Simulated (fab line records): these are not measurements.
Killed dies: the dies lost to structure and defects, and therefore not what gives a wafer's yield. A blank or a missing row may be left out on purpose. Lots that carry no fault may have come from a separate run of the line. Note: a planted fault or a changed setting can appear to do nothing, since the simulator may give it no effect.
A struck lot beside a sound one :: flow n5_finfet :: 15 steps out of a route of 1938
Sound: these wafers, L520.3, L520.5, L520.6. Wafers L523.1, L523.2, L523.6 were the ones struck. At the end, the cause is stated.
Order at every step that has rows: each side's tool, ch and its chambers, its first start. Under that, the readings that differ: sound wafers :: struck wafers :: difference of the means :: sigmas: that difference in standard deviations of wafers without a fault.
alike: readings whose means differ by less than 2 such deviations, and words and numbers that are the same on both sides. not compared: withheld readings, readings that some wafer has no value for, bounds like >300 that may hide the same value, and numbers for which the record gives no deviation and whose values overlap.
A row with sigmas, a row that says differs or no value, or rows on one side alone: a step with any of these is where the two part. Non-overlapping numbers with no deviation appear without sigmas and do not part them. A reading that every wafer of one side lacks parts them only if that side has two wafers or more.

first, 5 steps without rows for these wafers: N5_PASSIVATION_SOFTBAKE_05 (time 90 s); N5_PASSIVATION_EXPOSE_07 (exposes mask TV, defocus 0 nm, target cd 3000 nm); N5_PASSIVATION_PEB_08; N5_PASSIVATION_DEVELOP_09 (develop time 60 s); N5_PASSIVATION_HARDBAKE_11 (time 120 s).
N5_PASSIVATION_CD_MEAS_10 targets a cd of 3000 nm.
  sound on cd_sem-01 ch 0, day 12 11:58; struck on cd_sem-01 ch 0, day 13 21:08
  alike: cd_nm
N5_PASSIVATION_OVL_MEAS_60:
  sound on overlay-01 ch 0, day 12 11:59; struck on overlay-01 ch 0, day 13 21:10
  alike: TV_OVL
N5_PASSIVATION_INSPECT_61: inspects for defects (macro).
  sound on defect_inspect-01, day 12 12:01; struck on defect_inspect-01, day 13 21:11
  alike: raw_defect_count
N5_PASSIVATION_DESCUM_12: chemistry O2, time 7.9 s.
  sound on rie_diel-04 ch 0,3, day 12 12:20; struck on rie_diel-04 ch 0,1,3, day 13 21:19
  alike: drypump_motor_current_A, oes_product_au, rf_fwd_power_W, rf_vpp_V, showerhead_plenum_p_Torr, throttle_valve_pct
  not compared: rf_hours_counter_h
N5_PASSIVATION_PASS_ETCH_74: etches SiNx in CF4/O2, target depth 220 nm, time 110 s.
  sound on rie_diel-04 ch 0,3, day 12 12:23; struck on rie_diel-04 ch 0,1,3, day 13 21:23
  alike: drypump_motor_current_A, oes_ar_750_au, oes_f_703_au, oes_product_au, rf_fwd_power_W, rf_vpp_V, showerhead_plenum_p_Torr, throttle_valve_pct
  not compared: rf_hours_counter_h
N5_PASSIVATION_VIA_ETCH_13: etches SiO2 in CHF3/O2, target depth 660 nm, time 330 s.
  sound on rie_diel-04 ch 0,3, day 12 12:29; struck on rie_diel-04 ch 0,1,3, day 13 21:28
  alike: drypump_motor_current_A, etch_rf_on_time_s, oes_ar_750_au, oes_f_703_au, oes_product_au, rf_fwd_power_W, rf_vpp_V, showerhead_plenum_p_Torr, throttle_valve_pct
  not compared: rf_hours_counter_h
N5_PASSIVATION_STRIP_14: strips in O2.
  sound on rie_diel-04 ch 0,3, day 12 12:41; struck on rie_diel-04 ch 0,1,3, day 13 21:40
  alike: drypump_motor_current_A, oes_product_au, rf_vpp_V, showerhead_plenum_p_Torr, throttle_valve_pct
  not compared: rf_hours_counter_h
N5_PASSIVATION_ETCH_15: etches SiCN in CF4/N2, target depth 75 nm, time 81.2 s.
  sound on rie_diel-04 ch 0,3, day 12 12:43; struck on rie_diel-04 ch 0,1,3, day 13 21:43
  alike: drypump_motor_current_A, oes_product_au, rf_fwd_power_W, rf_vpp_V, showerhead_plenum_p_Torr, throttle_valve_pct
  not compared: rf_hours_counter_h, model.etch.depth_nm
then, 1 step without rows for these wafers: N5_PASSIVATION_STRIP_73 (strips in post etch residue remover, time 60 s).
N5_PASSIVATION_PROBE_49:
  sound on prober-02, day 12 19:26; struck on prober-01, day 14 03:52
  alike: defect_limited_yield, killed_at_M0_to_M3, killed_at_M4_up, killed_at_contacts, killed_at_front_end, killed_at_other, killed_dies, killed_open, killed_short, sort_bin_5_function, sort_bin_6_memory, sort_n_pass, sort_yield_pct

WHERE THEY PART
Nowhere in this record.

WHY: the cause the simulator had injected
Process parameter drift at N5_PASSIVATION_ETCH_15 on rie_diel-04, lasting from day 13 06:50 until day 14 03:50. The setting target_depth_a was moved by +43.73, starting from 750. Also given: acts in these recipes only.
